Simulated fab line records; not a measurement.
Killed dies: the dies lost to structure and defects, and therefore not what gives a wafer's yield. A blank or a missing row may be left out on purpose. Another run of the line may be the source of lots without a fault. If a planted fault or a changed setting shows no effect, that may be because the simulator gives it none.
The tool behind it: which one? + flow nand_harc + route of 1302 steps, sampled at 1 step: 12 lots, 36 wafers

WHAT EACH GAUGE READ, for each wafer
NHARC_A_CONTACT_INSPECT_23.
| lot  | measured     | on                | raw_defect_count |
|------|--------------|-------------------|------------------|
| L075 | day 23 04:12 | defect_inspect-02 | 323 442 382      |
| L078 | day 23 15:26 | defect_inspect-01 | 453 673 435      |
| L079 | day 25 08:24 | defect_inspect-02 | 482 667 646      |
| L082 | day 25 17:42 | defect_inspect-02 | 556 530 416      |
| L085 | day 27 05:45 | defect_inspect-01 | 463 425 506      |
| L084 | day 27 09:01 | defect_inspect-01 | 331 406 313      |
| L087 | day 28 06:22 | defect_inspect-02 | 558 771 431      |
| L088 | day 28 16:55 | defect_inspect-02 | 339 330 363      |
| L089 | day 29 09:22 | defect_inspect-01 | 458 551 516      |
| L093 | day 30 21:33 | defect_inspect-02 | 426 432 455      |
| L096 | day 31 11:26 | defect_inspect-01 | 582 396 664      |
| L097 | day 31 16:12 | defect_inspect-01 | 479 489 423      |

WHICH TOOL RAN EACH LOT (tool, then ch and the chambers of the sampled wafers, then the start)
No process step before these readings appears in the record.

THE ANSWER, worked out from the rows above alone
Rule: the usual values come from the lots themselves. The widest of any qualifying gaps counts: lots, ordered by their means at a reading, are off when they make up no more than a third of the lots, leave a main group of 4 or more, and stand apart from it by 3 or more times the standard deviation of that group's means. A main group is skipped when, at the precision printed for the reading in the tables above, its means are all equal. A lot without any number at a reading at which 4 lots or more have one is off too. The other lots that the step has rows for count as sound.
No lot is off at any reading shown: from this, nothing can be told.

WHAT WAS PUT IN BY THE SIMULATOR
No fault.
